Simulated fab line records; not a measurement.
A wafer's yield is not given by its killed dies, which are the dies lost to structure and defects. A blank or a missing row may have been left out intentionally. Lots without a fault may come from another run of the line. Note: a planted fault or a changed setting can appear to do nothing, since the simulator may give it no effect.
Lot-split experiment + flow n5 finfet + on a route of 1938 steps: 7 lots, 21 wafers read

SPLIT DETAILS
At N5_BEOL_M1_COAT_05 (resist thk 30 nm), the setting spin rpm was moved away from the recipe's 1500 rpm on 9 of the 21 wafers read, by -8.4% to +10.1%. All remaining wafers had this setting at the recipe value.

FROM THE SPLIT TO THE READING: what the file shows between them, 3 steps
- N5_BEOL_M1_EBR_07
- N5_BEOL_M1_SOFTBAKE_06: time 60 s
- N5_BEOL_M1_DESCUM_16: chemistry O2, time 7 s

THE READING
CAR-EUV_of_BEOL_M1_COAT_05.thk nm (the simulator's own value, which no gauge read), in nm, at N5_BEOL_M1_ETCH_74 (etches underlayer in N2/H2, target depth 6.5 nm, time 5.2 s). There is no usual value for it anywhere in the file. The 12 wafers here that ran the recipe average 20.3 nm, standard deviation 0.087 nm.

| wafer  | tool, chamber at the split | spin rpm as run, rpm | against the recipe | CAR-EUV_of_BEOL_M1_COAT_05.thk nm, nm | against lot-mates on the recipe |
|--------|----------------------------|----------------------|--------------------|---------------------------------------|---------------------------------|
| L075.2 | litho track-01, 0          | 1500                 | recipe             | 20.2                                  | -                               |
| L075.4 | litho track-01, 0          | 1405                 | -6.3%              | 21.2                                  | +1.0                            |
| L075.5 | litho track-01, 0          | 1405                 | -6.3%              | 21.2                                  | +1.0                            |
| L081.4 | litho track-04, 0          | 1374                 | -8.4%              | 21.8                                  | +1.4                            |
| L081.5 | litho track-04, 0          | 1374                 | -8.4%              | 21.8                                  | +1.4                            |
| L081.6 | litho track-04, 0          | 1500                 | recipe             | 20.4                                  | -                               |
| L082.2 | litho track-01, 0          | 1543                 | +2.9%              | 20                                    | -0.4                            |
| L082.3 | litho track-01, 0          | 1543                 | +2.9%              | 20                                    | -0.4                            |
| L082.6 | litho track-01, 0          | 1500                 | recipe             | 20.4                                  | -                               |
| L085.1 | litho track-04, 0          | 1500                 | recipe             | 20.4                                  | -                               |
| L085.2 | litho track-04, 0          | 1500                 | recipe             | 20.4                                  | -                               |
| L085.5 | litho track-04, 0          | 1500                 | recipe             | 20.2                                  | -                               |
| L088.2 | litho track-04, 0          | 1605                 | +7.0%              | 19.2                                  | -1.2                            |
| L088.5 | litho track-04, 0          | 1500                 | recipe             | 20.4                                  | -                               |
| L088.6 | litho track-04, 0          | 1605                 | +7.0%              | 19.4                                  | -1.0                            |
| L093.2 | litho track-01, 0          | 1500                 | recipe             | 20.4                                  | -                               |
| L093.4 | litho track-01, 0          | 1500                 | recipe             | 20.4                                  | -                               |
| L093.6 | litho track-01, 0          | 1500                 | recipe             | 20.4                                  | -                               |
| L095.1 | litho track-04, 0          | 1651                 | +10.1%             | 18.8                                  | -1.5                            |
| L095.3 | litho track-04, 0          | 1500                 | recipe             | 20.4                                  | -                               |
| L095.4 | litho track-04, 0          | 1500                 | recipe             | 20.2                                  | -                               |

THE FIT
A straight line over all 21 wafers: CAR-EUV_of_BEOL_M1_COAT_05.thk nm changes by -0.154 nm for each +1% of spin rpm; r = -0.99; the points scatter about the line by 0.1 nm.
The same after taking each lot's own level away (the mean of its wafers on the recipe; 21 wafers): -0.158 nm for each +1%; r = -1.00; scatter 0.067 nm.
Per that fit: largest spin rpm move, reading shift of 1.6 nm.
Measured against the standard deviation above, the lots' own levels, which go from 20.20 to 20.40 nm, span 2.3 times it.
The two slopes agree, so the slope changes little with the lot-to-lot level.
Check: for one of the wafers moved furthest among these (+10.1%), held out of the fit, the line's prediction against its lot-mates is -1.6 nm. Against them it came out at -1.5 nm.

THE OTHER SPLITS THESE WAFERS WENT THROUGH
Note: prior to the reading, these wafers also went through further splits. Each is held against what the fit with the lots' levels taken away leaves over:
| other split on the same wafers          | wafers away from the commonest value | r with CAR-EUV_of_BEOL_M1_COAT_05.thk nm (lot level and that fit taken away) |
|-----------------------------------------|--------------------------------------|------------------------------------------------------------------------------|
| N5_BEOL_M0_SAQP_ETCH_106 target depth a | 11                                   | -0.15                                                                        |
| N5_BEOL_M1_PECVD_72 time s              | 10                                   | +0.21                                                                        |

THE WHOLE CHAIN: every reading that the file lists as answering this split, in the file's order
| step               | what it does                                                | reading                                                                            | change (the file's fit)               | r (the file's) |
|--------------------|-------------------------------------------------------------|------------------------------------------------------------------------------------|---------------------------------------|----------------|
| N5_BEOL_M1_COAT_05 | resist thk 30 nm                                            | CAR-EUV_of_BEOL_M1_COAT_05.thk nm (the simulator's own value, which no gauge read) | -0.153 nm for each +1% of the setting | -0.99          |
| N5_BEOL_M1_ETCH_74 | etches underlayer in N2/H2, target depth 6.5 nm, time 5.2 s | CAR-EUV_of_BEOL_M1_COAT_05.thk nm (the simulator's own value, which no gauge read) | -0.156 nm for each +1% of the setting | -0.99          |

FILE'S OWN FIT
CAR-EUV_of_BEOL_M1_COAT_05.thk nm changes by -0.156 nm for each +1% of spin rpm, r = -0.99.
